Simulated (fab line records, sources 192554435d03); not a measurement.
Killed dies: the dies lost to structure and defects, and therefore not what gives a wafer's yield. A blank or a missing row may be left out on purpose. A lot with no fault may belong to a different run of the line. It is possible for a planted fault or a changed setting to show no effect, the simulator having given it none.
fab line records	flow n5_finfet	part 1 of 2: steps 1 to 22 of 32
record: lots: 5	wafers: 15	last_day: 20
route steps=1938 shown BEOL_M15@1791
lots with no fault: from the same line, run without faults
start_h: hours from the record's opening day to when the first of the lot's shown wafers began	wait_h: hours from the lot's prior step to this one	" repeats the value in the row above	L1.1+2: a row that stands for several wafers	- value missing, or start not given	* or withheld: withheld	< > ~ a bound
route shown NAME@n: names a module that has steps shown in the file, with the first one's number in the route	usual: mean and standard deviation over wafers with no fault	same: alike in all rows	chamber/n: place in a boat	sites: readings site by site	_std_site: the standard deviation of these	_edge_site: outer sites' mean less inner sites'	radius_mm: for every site, how far away it sits from the centre of the wafer	mask NAME#n: copy n	behind: the last tool/chamber to shape the wafer	hold: why the lot went on hold/how many hours it stayed there/how the hold came to an end	device: whichever transistor did not switch (one of n, p or np)	end of line: the route-end tests of the same wafers	a step without rows: its recipe alone	killed: dies that structure and defects cost at the first sort, which is not the same as the wafer's yield	map: the dies of a wafer, with x for killed, . for not killed, _ for no die there
set.NAME: the setting the step ran with; set.NAME@STEP: the setting that earlier step ran with	model.NAME: the simulator's own value behind a step, which no gauge read
lots at selected steps of the route; one table per step, one row per wafer
services: from which hour (start_h, from the record's first day; less than 0 if before it) a tool's chamber was out of use, for how many hours, and why
== steps ==
step: N5_BEOL_M15_STRIP_65
recipe: chemistry: post_etch_residue_remover	time_s: 60	temp_c: 25	remover_ph: withheld	remover_water_wt_pct: withheld	remover_fluoride_wt_pct: withheld
lot.wafer	tool	chamber	start_h	wait_h
L081.1+5+6	wet_bench-01	7,2,1	358.18	-
L089.3+4+5	wet_bench-01	0,5,2	379.90	-
L093.1+2+5	wet_bench-03	1,0,7	409.23	-
L094.1+2+3	wet_bench-03	3,4,1	429.04	-
L095.1+3+6	wet_bench-01	3,1,6	467.48	-
step: N5_BEOL_M15_SRD_66
recipe: time_s: 30	temp_c: 23	rinse_liquid: diw	dry: n2_spin	spin_rpm: 1500	dry_time_s: 30
usual: do_supply_ppb: 10.00/0.096
lot.wafer	tool	chamber	start_h	wait_h	do_supply_ppb
L081.1	wet_bench-01	7	358.22	0.0	10.02
L081.5	"	2	"	"	9.88
L081.6	"	1	"	"	9.96
L089.3	wet_bench-01	0	379.92	0.0	10.13
L089.4	"	5	"	"	9.98
L089.5	"	2	"	"	9.99
L093.1	wet_bench-03	1	409.25	0.0	10.04
L093.2	"	0	"	"	10.02
L093.5	"	7	"	"	10.19
L094.1	wet_bench-03	3	429.06	0.0	9.95
L094.2	"	4	"	"	10.23
L094.3	"	1	"	"	9.91
L095.1	wet_bench-01	3	467.50	0.0	9.83
L095.3	"	1	"	"	10.04
L095.6	"	6	"	"	9.94
step: N5_BEOL_M15_CD_MEAS_17
recipe: target_cd_nm: 360	polarity: opening
usual: cd_nm: 361/3
lot.wafer	tool	chamber	start_h	wait_h	cd_nm
L081.1	cd_sem-03	-	358.27	0.0	359
L081.5	"	-	"	"	362
L081.6	"	-	"	"	361
L089.3	cd_sem-01	-	379.96	0.0	360
L089.4	"	-	"	"	361
L089.5	"	-	"	"	360
L093.1	cd_sem-02	-	409.29	0.0	364
L093.2	"	-	"	"	358
L093.5	"	-	"	"	368
L094.1	cd_sem-01	-	429.10	0.0	362
L094.2	"	-	"	"	357
L094.3	"	-	"	"	355
L095.1	cd_sem-01	-	467.54	0.0	363
L095.3	"	-	"	"	364
L095.6	"	-	"	"	367
step: N5_BEOL_M15_COAT_56
recipe: resist: SOC	temp_c: 250	time_s: 60	spin_rpm: 1500	resist_thk_nm: 550
lot.wafer	tool	chamber	start_h	wait_h
L081.1+5+6	litho_track-03	0	358.31	0.0
L089.3+4+5	litho_track-05	0	380.01	0.0
L093.1+2+5	litho_track-05	0	409.32	0.0
L094.1+2+3	litho_track-01	0	429.14	0.0
L095.1+3+6	litho_track-05	0	467.58	0.0
step: N5_BEOL_M15_ETCH_57
recipe: chemistry: N2/H2	target: SOC	source_w: 3000	bias_w: 350	time_s: 750	ion_energy_ev: 200	pressure_mtorr: 30	n2_flow_sccm: 200	h2_flow_sccm: 200
usual: drypump_motor_current_A: 5.6/0.36	oes_product_au: 0.79/0.08	rf_vpp_V: 523.2/2.5	showerhead_plenum_p_Torr: 2.52/0.079	throttle_valve_pct: 17.76/0.25
lot.wafer	tool	chamber	start_h	wait_h	drypump_motor_current_A	oes_product_au	rf_hours_counter_h	rf_vpp_V	showerhead_plenum_p_Torr	throttle_valve_pct
L081.1	rie_diel-06	0	358.37	-	5.5	0.85	72	521.8	2.47	17.51
L081.5	"	3	"	"	5.8	0.67	-	522.9	2.50	17.94
L081.6	"	0	"	"	5.5	0.84	-	520.8	2.47	17.51
L089.3	rie_diel-06	0	380.06	-	5.5	0.85	81	521.5	2.47	17.52
L089.4	"	2	"	"	5.9	0.75	-	519.4	2.35	17.94
L089.5	"	1	"	"	5.4	0.78	-	524.5	2.53	17.66
L093.1	rie_diel-03	2	409.39	-	5.4	0.88	23	525.1	2.59	17.41
L093.2	"	0	"	"	6.0	0.79	94	523.6	2.60	18.07
L093.5	"	1	"	"	6.5	0.73	-	522.2	2.51	17.76
L094.1	rie_diel-02	3	429.20	-	5.7	0.90	18	528.6	2.70	17.53
L094.2	"	0	"	"	5.6	0.74	177	519.9	2.45	17.89
L094.3	"	2	"	"	5.5	1.04	0	521.9	2.48	17.56
L095.1	rie_diel-03	2	467.68	-	5.4	0.85	41	525.7	2.58	17.44
L095.3	"	3	"	"	4.9	0.70	248	525.8	2.61	18.28
L095.6	"	2	"	"	5.4	0.85	-	524.1	2.58	17.43
step: N5_BEOL_M15_COAT_60
recipe: resist: BARC	temp_c: 205	time_s: 60	spin_rpm: 1500	resist_thk_nm: 89
lot.wafer	tool	chamber	start_h	wait_h
L081.1+5+6	litho_track-01	0	358.88	0.3
L089.3+4+5	litho_track-05	0	380.56	0.3
L093.1+2+5	litho_track-01	0	409.89	0.3
L094.1+2+3	litho_track-01	0	429.71	0.3
L095.1+3+6	litho_track-01	0	468.18	0.3
step: N5_BEOL_M15_COAT_22
recipe: spin_rpm: 1704	resist_thk_nm: 800
lot.wafer	tool	chamber	start_h	wait_h
L081.1+5+6	litho_track-01	0	-	-
L089.3+4+5	litho_track-05	0	-	-
L093.1+2+5	litho_track-01	0	-	-
L094.1+2+3	litho_track-01	0	-	-
L095.1+3+6	litho_track-01	0	-	-
step: N5_BEOL_M15_EBR_24
recipe: solvent: PGMEA	ebr_width_mm: 1.5
lot.wafer	tool	chamber	start_h	wait_h
L081.1+5+6	litho_track-01	0	-	-
L089.3+4+5	litho_track-05	0	-	-
L093.1+2+5	litho_track-01	0	-	-
L094.1+2+3	litho_track-01	0	-	-
L095.1+3+6	litho_track-01	0	-	-
step: N5_BEOL_M15_SOFTBAKE_23
recipe: temp_c: 130	time_s: 60
lot.wafer	tool	chamber	start_h	wait_h
L081.1+5+6	litho_track-01	0	-	-
L089.3+4+5	litho_track-05	0	-	-
L093.1+2+5	litho_track-01	0	-	-
L094.1+2+3	litho_track-01	0	-	-
L095.1+3+6	litho_track-01	0	-	-
step: N5_BEOL_M15_EXPOSE_25
recipe: mask_id: M15	na: 0.8	source_shape: annular	sigma_inner: 0.5	sigma_outer: 0.8	polarization: unpolarized	target_cd_nm: 400	dose_mj: 35.5
same: na: 0.8	sigma_inner: 0.5	sigma_outer: 0.8
lot.wafer	tool	chamber	start_h	wait_h	mask
L081.1+5+6	krf_scanner-02	0	358.98	-	M15#0
L089.3+4+5	krf_scanner-01	0	380.80	-	M15#0
L093.1+2+5	krf_scanner-02	0	409.99	-	M15#0
L094.1+2+3	krf_scanner-01	0	429.80	-	M15#0
L095.1+3+6	krf_scanner-02	0	468.44	-	M15#0
step: N5_BEOL_M15_PEB_26
recipe: peb_temp_c: 130	peb_time_s: 90
lot.wafer	tool	chamber	start_h	wait_h
L081.1+5+6	litho_track-03	0	359.03	0.1
L089.3+4+5	litho_track-05	0	380.85	0.0
L093.1+2+5	litho_track-05	0	410.05	0.1
L094.1+2+3	litho_track-05	0	429.86	0.1
L095.1+3+6	litho_track-05	0	468.49	0.1
step: N5_BEOL_M15_DEVELOP_27
recipe: develop_time_s: 45	rinse_liquid: diw	dry: air_spin	dev_temp_c: 21
lot.wafer	tool	chamber	start_h	wait_h
L081.1+5+6	litho_track-03	0	-	-
L089.3+4+5	litho_track-05	0	-	-
L093.1+2+5	litho_track-05	0	-	-
L094.1+2+3	litho_track-05	0	-	-
L095.1+3+6	litho_track-05	0	-	-
step: N5_BEOL_M15_HARDBAKE_32
recipe: temp_c: 130	time_s: 120
lot.wafer	tool	chamber	start_h	wait_h
L081.1+5+6	litho_track-03	0	-	-
L089.3+4+5	litho_track-05	0	-	-
L093.1+2+5	litho_track-05	0	-	-
L094.1+2+3	litho_track-05	0	-	-
L095.1+3+6	litho_track-05	0	-	-
step: N5_BEOL_M15_CD_MEAS_28
recipe: target_cd_nm: 407.6	landing_energy_ev: 500	detector: se_inlens
usual: cd_nm: 407.6/2
lot.wafer	tool	chamber	start_h	wait_h	cd_nm
L081.1	cd_sem-03	0	359.15	-	408.1
L081.5	"	0	"	"	409.3
L081.6	"	0	"	"	407.9
L089.3	cd_sem-01	0	380.96	-	407.0
L089.4	"	0	"	"	407.3
L089.5	"	0	"	"	407.9
L093.1	cd_sem-02	0	410.16	-	407.5
L093.2	"	0	"	"	406.5
L093.5	"	0	"	"	405.6
L094.1	cd_sem-01	0	429.98	-	408.9
L094.2	"	0	"	"	408.7
L094.3	"	0	"	"	408.1
L095.1	cd_sem-01	0	468.61	-	410.6
L095.3	"	0	"	"	409.2
L095.6	"	0	"	"	408.8
step: N5_BEOL_M15_OVL_MEAS_29
recipe: points_per_wafer: 44
usual: M15_OVL: 4/6.8
lot.wafer	tool	chamber	start_h	wait_h	M15_OVL[nm]
L081.1	overlay-02	0	359.18	0.0	6
L081.5	"	0	"	"	5
L081.6	"	0	"	"	13
L089.3	overlay-01	0	380.99	0.0	8
L089.4	"	0	"	"	-2
L089.5	"	0	"	"	-1
L093.1	overlay-02	0	410.19	0.0	5
L093.2	"	0	"	"	-3
L093.5	"	0	"	"	16
L094.1	overlay-02	0	430.01	0.0	9
L094.2	"	0	"	"	11
L094.3	"	0	"	"	5
L095.1	overlay-02	0	468.64	0.0	-4
L095.3	"	0	"	"	4
L095.6	"	0	"	"	0
step: N5_BEOL_M15_INSPECT_30
recipe: mode: adi	inspect_instrument: macro
usual: raw_defect_count: 2.0/1.4
lot.wafer	tool	chamber	start_h	wait_h	raw_defect_count
L081.1	defect_inspect-01	-	359.20	0.0	2
L081.5	"	-	"	"	0
L081.6	"	-	"	"	1
L089.3	defect_inspect-01	-	381.02	0.0	1
L089.4	"	-	"	"	2
L089.5	"	-	"	"	2
L093.1	defect_inspect-02	-	410.22	0.0	2
L093.2	"	-	"	"	4
L093.5	"	-	"	"	0
L094.1	defect_inspect-02	-	430.03	0.0	0
L094.2	"	-	"	"	4
L094.3	"	-	"	"	2
L095.1	defect_inspect-01	-	468.66	0.0	2
L095.3	"	-	"	"	3
L095.6	"	-	"	"	3
step: N5_BEOL_M15_DESCUM_33
recipe: chemistry: O2	time_s: 7.9	source_power_w: 50	bias_power_w: 20	pressure_mtorr: 20	rf_frequency_hz: 2.712e+07	temp_c: 40	o2_flow_sccm: 225
usual: drypump_motor_current_A: 5.6/0.37	oes_product_au: 0.78/0.078	rf_vpp_V: 243.0/1.4	showerhead_plenum_p_Torr: 2.09/0.071	throttle_valve_pct: 20.48/0.19
lot.wafer	tool	chamber	start_h	wait_h	drypump_motor_current_A	oes_product_au	rf_hours_counter_h	rf_vpp_V	showerhead_plenum_p_Torr	throttle_valve_pct
L081.1	rie_diel-06	3	359.34	0.1	5.8	0.68	249	243.8	2.03	20.46
L081.5	"	0	"	"	5.5	0.84	-	242.2	2.07	20.39
L081.6	"	3	"	"	5.8	0.67	-	241.8	2.03	20.47
L089.3	rie_diel-02	1	381.05	0.0	5.4	0.80	127	245.5	2.18	20.23
L089.4	"	0	"	"	5.5	0.76	162	242.1	2.00	20.36
L089.5	"	2	"	"	5.5	0.70	-	242.2	2.07	20.59
L093.1	rie_diel-03	2	410.25	0.0	5.4	0.88	23	244.9	2.17	20.37
L093.2	"	1	"	"	6.4	0.74	214	242.8	2.10	20.76
L093.5	"	1	"	"	6.4	0.74	-	243.4	2.10	20.76
L094.1	rie_diel-03	1	430.06	0.0	6.5	0.72	220	242.0	2.10	20.76
L094.2	"	0	"	"	6.0	0.79	101	242.6	2.11	20.46
L094.3	"	3	"	"	4.9	0.70	236	243.4	2.15	20.82
L095.1	rie_diel-06	2	468.70	0.0	5.9	0.73	175	241.5	1.94	20.70
L095.3	"	0	"	"	5.5	0.80	107	242.5	2.05	20.44
L095.6	"	3	"	"	5.8	0.91	-	243.8	2.02	20.16
step: N5_BEOL_M15_ETCH_61
recipe: chemistry: N2/H2	target: BARC	target_depth_a: 890	overetch_a: 267	time_s: 67.9	ion_energy_ev: 200	pressure_mtorr: 30	source_w: 840	bias_w: 150	n2_flow_sccm: 200	h2_flow_sccm: 200
usual: drypump_motor_current_A: 5.6/0.38	oes_product_au: 0.67/0.066	rf_vpp_V: 523.5/2.7	showerhead_plenum_p_Torr: 2.53/0.086	throttle_valve_pct: 17.88/0.25
lot.wafer	tool	chamber	start_h	wait_h	drypump_motor_current_A	oes_product_au	rf_hours_counter_h	rf_vpp_V	showerhead_plenum_p_Torr	throttle_valve_pct
L081.1	rie_diel-06	3	359.37	0.0	5.8	0.57	250	521.6	2.50	18.06
L081.5	"	0	"	"	5.5	0.73	-	520.7	2.47	17.61
L081.6	"	3	"	"	5.8	0.57	-	523.5	2.50	18.08
L089.3	rie_diel-02	1	381.08	0.0	5.4	0.66	127	528.4	2.65	17.68
L089.4	"	0	"	"	5.5	0.64	162	520.3	2.45	17.96
L089.5	"	2	"	"	5.5	0.60	-	522.8	2.48	17.96
L093.1	rie_diel-03	2	410.29	0.0	5.4	0.75	23	525.9	2.59	17.51
L093.2	"	1	"	"	6.4	0.62	214	524.3	2.51	17.86
L093.5	"	1	"	"	6.4	0.62	-	524.5	2.51	17.87
L094.1	rie_diel-03	1	430.10	0.0	6.5	0.62	220	522.8	2.51	17.87
L094.2	"	0	"	"	6.0	0.68	101	524.3	2.60	18.19
L094.3	"	3	"	"	4.9	0.61	236	527.2	2.61	18.36
L095.1	rie_diel-06	2	468.73	0.0	5.9	0.64	175	518.2	2.34	18.08
L095.3	"	0	"	"	5.5	0.69	107	521.1	2.46	17.69
L095.6	"	3	"	"	5.8	0.77	-	522.3	2.49	17.68
step: N5_BEOL_M15_TRENCH_ETCH_34
recipe: chemistry: C4F8/O2/Ar	target: SiO2	target_depth_a: 8729.3	he_inner_torr: 15	he_outer_torr: 30	time_s: 199	ion_energy_ev: 800	pressure_mtorr: 20	source_w: 1905	bias_w: 2040	Ar_flow_sccm: 400	C4F8_flow_sccm: 16	O2_flow_sccm: 12
usual: drypump_motor_current_A: 5.6/0.37	mfc_ar_sccm: 400.0/1.3	oes_f_703_au: 0.78/0.081	oes_product_au: 0.78/0.079	rf_vpp_V: 2217/50	showerhead_plenum_p_Torr: 3.42/0.11	throttle_valve_pct: 30.91/0.24
lot.wafer	tool	chamber	start_h	wait_h	drypump_motor_current_A	mfc_ar_sccm	oes_f_703_au	oes_product_au	rf_hours_counter_h	rf_vpp_V	showerhead_plenum_p_Torr	throttle_valve_pct
L081.1	rie_diel-06	3	359.42	0.0	5.8	400.5	0.66	0.67	250	2195	3.39	31.05
L081.5	"	0	"	"	5.5	401.8	0.85	0.84	-	2172	3.35	30.60
L081.6	"	3	"	"	5.8	399.5	0.66	0.67	-	2195	3.39	31.05
L089.3	rie_diel-02	1	381.14	0.0	5.4	398.7	0.79	0.80	127	2254	3.59	30.80
L089.4	"	0	"	"	5.5	400.1	0.75	0.76	162	2162	3.30	30.76
L089.5	"	2	"	"	5.6	400.7	0.74	0.71	-	2156	3.40	30.98
L093.1	rie_diel-03	2	410.34	0.0	5.4	400.2	0.92	0.89	23	2228	3.51	30.64
L093.2	"	1	"	"	6.4	399.8	0.73	0.73	214	2240	3.40	30.94
L093.5	"	1	"	"	6.4	400.5	0.73	0.73	-	2242	3.41	30.95
L094.1	rie_diel-03	1	430.15	0.0	6.4	400.1	0.73	0.72	220	2241	3.40	30.94
L094.2	"	0	"	"	6.0	401.3	0.78	0.79	101	2270	3.45	30.89
L094.3	"	3	"	"	4.9	399.8	0.72	0.71	236	2226	3.52	31.36
L095.1	rie_diel-06	2	468.78	0.0	5.9	402.1	0.74	0.73	175	2151	3.16	30.91
L095.3	"	0	"	"	5.5	398.5	0.81	0.81	107	2171	3.33	30.65
L095.6	"	3	"	"	5.8	402.8	0.90	0.90	-	2193	3.38	30.88
step: N5_BEOL_M15_STRIP_36
recipe: chemistry: O2	power_w: 600	temp_c: 60	pressure_mtorr: 30	rf_frequency_hz: 6e+07	bias_power_w: 0	overash_fraction: 0.3	o2_flow_sccm: 225
usual: drypump_motor_current_A: 5.6/0.34	oes_product_au: 0.79/0.08	rf_vpp_V: 3.6/0.89	showerhead_plenum_p_Torr: 2.09/0.073	throttle_valve_pct: 16.68/0.19
lot.wafer	tool	chamber	start_h	wait_h	drypump_motor_current_A	oes_product_au	rf_hours_counter_h	rf_vpp_V	showerhead_plenum_p_Torr	throttle_valve_pct
L081.1	rie_diel-02	0	361.84	2.2	5.5	0.76	155	3.2	2.01	16.63
L081.5	"	0	"	"	5.5	0.78	-	1.9	2.01	16.61
L081.6	"	2	"	"	5.5	0.69	-	3.3	2.08	16.85
L089.3	rie_diel-02	0	384.19	2.9	5.5	0.75	163	2.4	2.01	16.62
L089.4	"	2	"	"	5.5	0.68	244	5.3	2.08	16.87
L089.5	"	3	"	"	5.6	0.94	-	3.7	2.20	16.38
L093.1	rie_diel-06	0	414.27	3.7	5.5	0.82	93	2.4	2.06	16.62
L093.2	"	2	"	"	5.9	0.74	163	4.0	1.95	16.88
L093.5	"	0	"	"	5.5	0.83	-	2.7	2.06	16.63
L094.1	rie_diel-03	2	434.83	4.5	5.4	0.86	30	3.1	2.17	16.56
L094.2	"	0	"	"	6.0	0.78	102	3.5	2.12	16.67
L094.3	"	3	"	"	4.9	0.70	237	3.1	2.15	17.05
L095.1	rie_diel-02	2	469.21	0.2	5.6	0.97	13	5.6	2.07	16.52
L095.3	"	1	"	"	5.4	0.77	149	3.4	2.18	16.52
L095.6	"	1	"	"	5.4	0.76	-	2.7	2.18	16.54
step: N5_BEOL_M15_STRIP_62
recipe: chemistry: O2	power_w: 600	temp_c: 60	pressure_mtorr: 30	rf_frequency_hz: 6e+07	bias_power_w: 0	overash_fraction: 0.3	o2_flow_sccm: 225
usual: drypump_motor_current_A: 5.6/0.34	oes_product_au: 0.79/0.082	rf_vpp_V: 3.7/0.47	showerhead_plenum_p_Torr: 2.09/0.073	throttle_valve_pct: 16.69/0.19
lot.wafer	tool	chamber	start_h	wait_h	drypump_motor_current_A	oes_product_au	rf_hours_counter_h	rf_vpp_V	showerhead_plenum_p_Torr	throttle_valve_pct
L081.1	rie_diel-02	0	-	-	5.5	0.76	155	3.2	2.01	16.60
L081.5	"	0	"	"	5.5	0.76	-	3.4	2.01	16.62
L081.6	"	2	"	"	5.6	0.69	-	3.6	2.08	16.86
L089.3	rie_diel-02	0	-	-	5.5	0.76	163	4.0	2.01	16.65
L089.4	"	2	"	"	5.6	0.69	244	4.3	2.08	16.87
L089.5	"	3	"	"	5.6	0.95	-	3.8	2.21	16.34
L093.1	rie_diel-06	0	-	-	5.5	0.81	93	3.4	2.06	16.62
L093.2	"	2	"	"	5.8	0.74	163	2.5	1.95	16.89
L093.5	"	0	"	"	5.5	0.82	-	3.3	2.06	16.60
L094.1	rie_diel-03	2	-	-	5.4	0.87	30	3.9	2.17	16.56
L094.2	"	0	"	"	6.0	0.79	102	3.7	2.12	16.67
L094.3	"	3	"	"	4.9	0.71	237	4.4	2.15	17.06
L095.1	rie_diel-02	2	-	-	5.5	0.97	13	3.2	2.07	16.55
L095.3	"	1	"	"	5.5	0.77	149	4.1	2.18	16.54
L095.6	"	1	"	"	5.5	0.78	-	4.6	2.18	16.53
step: N5_BEOL_M15_STRIP_37
recipe: chemistry: O2	power_w: 600	temp_c: 60	pressure_mtorr: 30	rf_frequency_hz: 6e+07	bias_power_w: 0	overash_fraction: 0.3	o2_flow_sccm: 225
usual: drypump_motor_current_A: 5.6/0.34	oes_product_au: 0.79/0.081	rf_vpp_V: 3.6/0.59	showerhead_plenum_p_Torr: 2.09/0.074	throttle_valve_pct: 16.68/0.19
lot.wafer	tool	chamber	start_h	wait_h	drypump_motor_current_A	oes_product_au	rf_hours_counter_h	rf_vpp_V	showerhead_plenum_p_Torr	throttle_valve_pct
L081.1	rie_diel-02	0	-	-	5.5	0.77	155	3.4	2.01	16.60
L081.5	"	0	"	"	5.5	0.77	-	3.5	2.01	16.63
L081.6	"	2	"	"	5.5	0.70	-	3.5	2.08	16.87
L089.3	rie_diel-02	0	-	-	5.5	0.76	163	3.6	2.01	16.63
L089.4	"	2	"	"	5.5	0.68	244	3.6	2.08	16.87
L089.5	"	3	"	"	5.7	0.96	-	4.4	2.21	16.36
L093.1	rie_diel-06	0	-	-	5.5	0.82	94	3.3	2.06	16.61
L093.2	"	2	"	"	5.9	0.74	163	3.6	1.95	16.90
L093.5	"	0	"	"	5.5	0.81	-	3.9	2.06	16.58
L094.1	rie_diel-03	2	-	-	5.4	0.85	30	4.5	2.17	16.53
L094.2	"	0	"	"	6.0	0.79	102	2.7	2.12	16.70
L094.3	"	3	"	"	4.9	0.70	237	3.0	2.15	17.05
L095.1	rie_diel-02	2	-	-	5.5	0.95	13	3.5	2.07	16.53
L095.3	"	1	"	"	5.4	0.77	149	4.4	2.18	16.54
L095.6	"	1	"	"	5.4	0.77	-	3.2	2.18	16.54
